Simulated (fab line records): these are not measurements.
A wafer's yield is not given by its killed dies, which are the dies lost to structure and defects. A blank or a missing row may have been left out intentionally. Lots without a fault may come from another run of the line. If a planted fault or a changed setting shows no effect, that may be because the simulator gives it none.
Struck lot and sound lot, side by side | flow nandHarc | 19 out of 1302 route steps
Sound: the wafers L945.1, L945.2, L945.4. Struck: wafers L953.4, L953.5. (L953.1 of the same lot was not struck and is left out.) The cause comes at the end.
Each step with rows lists, per side, the tool, then ch with its chambers, then its first start. Under that, the readings that differ: sound wafers | struck wafers | difference of the means | sigmas: that difference in standard deviations of wafers without a fault.
alike: words and numbers the same on both sides, and readings whose means are apart by under 2 such deviations; not compared: readings that were withheld, readings missing a value for some wafer, numbers with overlapping values and no deviation given by the record, and bounds like >300 which may hide the same value.
Wherever a step has rows on one side only, a row that says differs or no value, or a row with sigmas, the two part there. Non-overlapping numbers with no deviation appear without sigmas and do not part them. Lack of a reading on every wafer of one side parts them only where that side has two or more wafers.

NHARC_P_ZERO_WELL_CD_MEAS_11: target cd 500 nm.
  sound on cdSem-02 ch 0, day 2 17:14; struck on cdSem-02 ch 0, day 6 01:07
  alike: cdNm
then, 1 step without rows for these wafers: NHARC_P_ZERO_WELL_HARDBAKE_12 (time 65 s).
NHARC_P_ZERO_WELL_DESCUM_13: chemistry O2, time 3 s.
  sound on rieDiel-11 ch 0,2,3, day 2 17:23; struck on rieDiel-11 ch 1,3, day 6 01:16
  alike: drypumpMotorCurrentA, oesProductAu, rfVppV, showerheadPlenumPTorr, throttleValvePct
  not compared: rfHoursCounterH
NHARC_P_ZERO_WELL_ETCH_65: etches the open film in N2/H2, target depth 80 nm, overetch 24 nm, time 87.88 s.
  sound on rieDiel-11 ch 0,2,3, day 2 17:29; struck on rieDiel-11 ch 1,2, day 6 01:22
  alike: drypumpMotorCurrentA, oesProductAu, rfVppV, showerheadPlenumPTorr, throttleValvePct
  not compared: rfHoursCounterH
NHARC_P_ZERO_WELL_ETCH_62: etches the open film in CHF3/Ar, target depth 13 nm, time 6.5 s.
  sound on rieDiel-11 ch 0,1,3; struck on rieDiel-11 ch 0,2
  alike: drypumpMotorCurrentA, oesProductAu, rfVppV, showerheadPlenumPTorr, throttleValvePct
  not compared: rfHoursCounterH
NHARC_P_ZERO_WELL_ETCH_63: etches the open film in HBr/Cl2, target depth 120 nm, time 40.1 s.
  sound on rieSi-02 ch 0,1,3, day 2 17:39; struck on rieSi-05 ch 2,3, day 6 01:33
  alike: drypumpMotorCurrentA, oesProductAu, throttleValvePct
  not compared: rfHoursCounterH
then, 6 steps without rows for these wafers: NHARC_P_ZERO_WELL_STRIP_15 (strips in SPM, time 900 s); NHARC_P_ZERO_WELL_DEHYDRATE_16 (time 120 s); NHARC_P_ZERO_WELL_HMDS_17 (time 30 s); NHARC_P_ZERO_WELL_COAT_18; NHARC_P_ZERO_WELL_SOFTBAKE_19 (time 95 s); NHARC_P_ZERO_WELL_EBR_20.
NHARC_P_ZERO_WELL_EXPOSE_21: exposes mask P NWELL, target cd 720 nm.
  sound on krfScanner-03 ch 0, day 2 18:17; struck on krfScanner-03 ch 0, day 6 02:11
  alike: mask, exposureDoseMJCm2, reticleTempC
then, 2 steps without rows for these wafers: NHARC_P_ZERO_WELL_PEB_22 (peb time 85 s); NHARC_P_ZERO_WELL_DEVELOP_23 (time 70 s).
NHARC_P_ZERO_WELL_CD_MEAS_24: target cd 720 nm.
  sound on cdSem-03 ch 0, day 2 18:27; struck on cdSem-01 ch 0, day 6 02:20
reading   | sound             | struck      | difference | sigmas
cdNm (nm) | 716.2 717.2 718.8 | 729.2 729.7 | +12.1      | +7
then, 1 step without rows for these wafers: NHARC_P_ZERO_WELL_HARDBAKE_25 (time 80 s).
NHARC_P_ZERO_WELL_DESCUM_26: chemistry O2, time 3 s.
  sound on rieDiel-11 ch 0,2,3, day 2 18:43; struck on rieDiel-02 ch 1,2, day 6 02:29
reading                     | sound             | struck      | difference | sigmas
model.P_ZERO_WELL.cdNm (nm) | 716.8 716.7 718.6 | 728.5 729.5 | +11.6      | 
  alike: drypumpMotorCurrentA, oesProductAu, rfVppV, showerheadPlenumPTorr, throttleValvePct
  not compared: rfHoursCounterH
after that, 1 step had no rows for these wafers: NHARC_P_ZERO_WELL_IMPLANT_27.

== WHERE THEY PART ==
Only at NHARC_P_ZERO_WELL_CD_MEAS_24, as far as this record shows. Later steps at which nothing parts them and some readings are alike: NHARC_P_ZERO_WELL_DESCUM_26.

WHY: the cause the simulator had injected
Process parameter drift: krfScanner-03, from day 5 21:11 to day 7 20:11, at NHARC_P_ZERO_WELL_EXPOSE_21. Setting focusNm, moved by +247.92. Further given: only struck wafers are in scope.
